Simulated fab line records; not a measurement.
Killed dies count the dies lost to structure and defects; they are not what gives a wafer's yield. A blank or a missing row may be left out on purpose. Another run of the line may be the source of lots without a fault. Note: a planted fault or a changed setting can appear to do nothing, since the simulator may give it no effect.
Split-lot trial / flow n5-finfet / 7 lots, 21 wafers read, on a route of 1938 steps

## SPLIT DETAILS
At N5_BEOL_M6_HM_DEP_02 (deposits TiN, target thk 20 nm), the setting target-thk-a was moved away from the recipe's 200 angstrom on 4 of the 21 wafers read, by +10.1% to +11.5%. This setting was run at the recipe's value on the other wafers.

The reading is taken at the split's own step.

## THE READING
TiN_of_BEOL_M6_HM_DEP_02.thk-nm (the simulator's own value, which no gauge read), in nm, at N5_BEOL_M6_HM_DEP_02 (deposits TiN, target thk 20 nm). There is no usual value for it anywhere in the file. Across the 17 wafers here that went through the recipe, the average is 20.2 nm and the standard deviation 0.17 nm.

wafer=L075.1; tool, chamber at the split=pvd-sputter-01, -; target-thk-a as run, angstrom=200; against the recipe=recipe; TiN_of_BEOL_M6_HM_DEP_02.thk-nm, nm=20.2; against lot-mates on the recipe=-
wafer=L075.5; tool, chamber at the split=pvd-sputter-01, -; target-thk-a as run, angstrom=220.2; against the recipe=+10.1%; TiN_of_BEOL_M6_HM_DEP_02.thk-nm, nm=22.2; against lot-mates on the recipe=+2.0
wafer=L075.6; tool, chamber at the split=pvd-sputter-01, -; target-thk-a as run, angstrom=220.2; against the recipe=+10.1%; TiN_of_BEOL_M6_HM_DEP_02.thk-nm, nm=22.2; against lot-mates on the recipe=+2.0
wafer=L078.3; tool, chamber at the split=pvd-sputter-02, -; target-thk-a as run, angstrom=200; against the recipe=recipe; TiN_of_BEOL_M6_HM_DEP_02.thk-nm, nm=20.2; against lot-mates on the recipe=-
wafer=L078.6; tool, chamber at the split=pvd-sputter-02, -; target-thk-a as run, angstrom=200; against the recipe=recipe; TiN_of_BEOL_M6_HM_DEP_02.thk-nm, nm=20.2; against lot-mates on the recipe=-
wafer=L078.5; tool, chamber at the split=pvd-sputter-02, -; target-thk-a as run, angstrom=200; against the recipe=recipe; TiN_of_BEOL_M6_HM_DEP_02.thk-nm, nm=20; against lot-mates on the recipe=-
wafer=L079.2; tool, chamber at the split=pvd-sputter-02, -; target-thk-a as run, angstrom=200; against the recipe=recipe; TiN_of_BEOL_M6_HM_DEP_02.thk-nm, nm=20.4; against lot-mates on the recipe=-
wafer=L079.4; tool, chamber at the split=pvd-sputter-02, -; target-thk-a as run, angstrom=200; against the recipe=recipe; TiN_of_BEOL_M6_HM_DEP_02.thk-nm, nm=20; against lot-mates on the recipe=-
wafer=L079.6; tool, chamber at the split=pvd-sputter-02, -; target-thk-a as run, angstrom=200; against the recipe=recipe; TiN_of_BEOL_M6_HM_DEP_02.thk-nm, nm=20; against lot-mates on the recipe=-
wafer=L085.1; tool, chamber at the split=pvd-sputter-02, -; target-thk-a as run, angstrom=223.1; against the recipe=+11.5%; TiN_of_BEOL_M6_HM_DEP_02.thk-nm, nm=22.4; against lot-mates on the recipe=+2.0
wafer=L085.2; tool, chamber at the split=pvd-sputter-02, -; target-thk-a as run, angstrom=200; against the recipe=recipe; TiN_of_BEOL_M6_HM_DEP_02.thk-nm, nm=20.4; against lot-mates on the recipe=-
wafer=L085.3; tool, chamber at the split=pvd-sputter-02, -; target-thk-a as run, angstrom=223.1; against the recipe=+11.5%; TiN_of_BEOL_M6_HM_DEP_02.thk-nm, nm=22; against lot-mates on the recipe=+1.6
wafer=L091.3; tool, chamber at the split=pvd-sputter-01, -; target-thk-a as run, angstrom=200; against the recipe=recipe; TiN_of_BEOL_M6_HM_DEP_02.thk-nm, nm=20.4; against lot-mates on the recipe=-
wafer=L091.4; tool, chamber at the split=pvd-sputter-01, -; target-thk-a as run, angstrom=200; against the recipe=recipe; TiN_of_BEOL_M6_HM_DEP_02.thk-nm, nm=20.2; against lot-mates on the recipe=-
wafer=L091.5; tool, chamber at the split=pvd-sputter-01, -; target-thk-a as run, angstrom=200; against the recipe=recipe; TiN_of_BEOL_M6_HM_DEP_02.thk-nm, nm=20.2; against lot-mates on the recipe=-
wafer=L093.3; tool, chamber at the split=pvd-sputter-02, -; target-thk-a as run, angstrom=200; against the recipe=recipe; TiN_of_BEOL_M6_HM_DEP_02.thk-nm, nm=20.4; against lot-mates on the recipe=-
wafer=L093.5; tool, chamber at the split=pvd-sputter-02, -; target-thk-a as run, angstrom=200; against the recipe=recipe; TiN_of_BEOL_M6_HM_DEP_02.thk-nm, nm=20.4; against lot-mates on the recipe=-
wafer=L093.4; tool, chamber at the split=pvd-sputter-02, -; target-thk-a as run, angstrom=200; against the recipe=recipe; TiN_of_BEOL_M6_HM_DEP_02.thk-nm, nm=20.6; against lot-mates on the recipe=-
wafer=L092.2; tool, chamber at the split=pvd-sputter-01, -; target-thk-a as run, angstrom=200; against the recipe=recipe; TiN_of_BEOL_M6_HM_DEP_02.thk-nm, nm=20.2; against lot-mates on the recipe=-
wafer=L092.5; tool, chamber at the split=pvd-sputter-01, -; target-thk-a as run, angstrom=200; against the recipe=recipe; TiN_of_BEOL_M6_HM_DEP_02.thk-nm, nm=20.2; against lot-mates on the recipe=-
wafer=L092.3; tool, chamber at the split=pvd-sputter-01, -; target-thk-a as run, angstrom=200; against the recipe=recipe; TiN_of_BEOL_M6_HM_DEP_02.thk-nm, nm=20; against lot-mates on the recipe=-

FIT RESULTS
A straight line over all 21 wafers: TiN_of_BEOL_M6_HM_DEP_02.thk-nm changes by +0.18 nm for each +1% of target-thk-a; r = +0.97; the points scatter about the line by 0.18 nm.
The same after taking each lot's own level away (the mean of its wafers on the recipe; 21 wafers): +0.174 nm for each +1%; r = +0.98; scatter 0.16 nm.
That fit puts the effect of the largest move of target-thk-a on the reading at 2 nm.
Measured against the standard deviation above, the lots' own levels, which go from 20.13 to 20.47 nm, span 1.9 times it.
Consequently the slope shifts little with the lot-to-lot level, the two slopes agreeing.
Check: +2.02 nm against its lot-mates is what the line predicts for one of the wafers moved furthest among these (+11.5%) when that wafer is left out of the fit. Against them it came out at +2 nm.

## THESE WAFERS: OTHER SPLITS
Other splits were also applied to these wafers ahead of the reading. Each is held against what the fit with the lots' levels taken away leaves over:
other split on the same wafers=N5_BEOL_M0_SAQP_SPACER2_ALD_26 target-thk-a; wafers away from the commonest value=9; r with TiN_of_BEOL_M6_HM_DEP_02.thk-nm (lot level and that fit taken away)=-0.09
other split on the same wafers=N5_BEOL_M2_DESCUM_33 time-s; wafers away from the commonest value=9; r with TiN_of_BEOL_M6_HM_DEP_02.thk-nm (lot level and that fit taken away)=+0.13
other split on the same wafers=N5_BEOL_M2_TRENCH_ETCH_37 time-s; wafers away from the commonest value=8; r with TiN_of_BEOL_M6_HM_DEP_02.thk-nm (lot level and that fit taken away)=+0.25
other split on the same wafers=N5_BEOL_M2_SPUTTER_96 time-s; wafers away from the commonest value=2; r with TiN_of_BEOL_M6_HM_DEP_02.thk-nm (lot level and that fit taken away)=-0.25
other split on the same wafers=N5_BEOL_M3_TRENCH_ETCH_37 source-w; wafers away from the commonest value=6; r with TiN_of_BEOL_M6_HM_DEP_02.thk-nm (lot level and that fit taken away)=+0.37
other split on the same wafers=N5_BEOL_M4_ETCH_70 bias-w; wafers away from the commonest value=9; r with TiN_of_BEOL_M6_HM_DEP_02.thk-nm (lot level and that fit taken away)=+0.28
other split on the same wafers=N5_BEOL_M5_DEP_56 time-s; wafers away from the commonest value=7; r with TiN_of_BEOL_M6_HM_DEP_02.thk-nm (lot level and that fit taken away)=+0.25

## THE FILE'S OWN FIT
TiN_of_BEOL_M6_HM_DEP_02.thk-nm changes by +0.174 nm for each +1% of target-thk-a, r = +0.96.
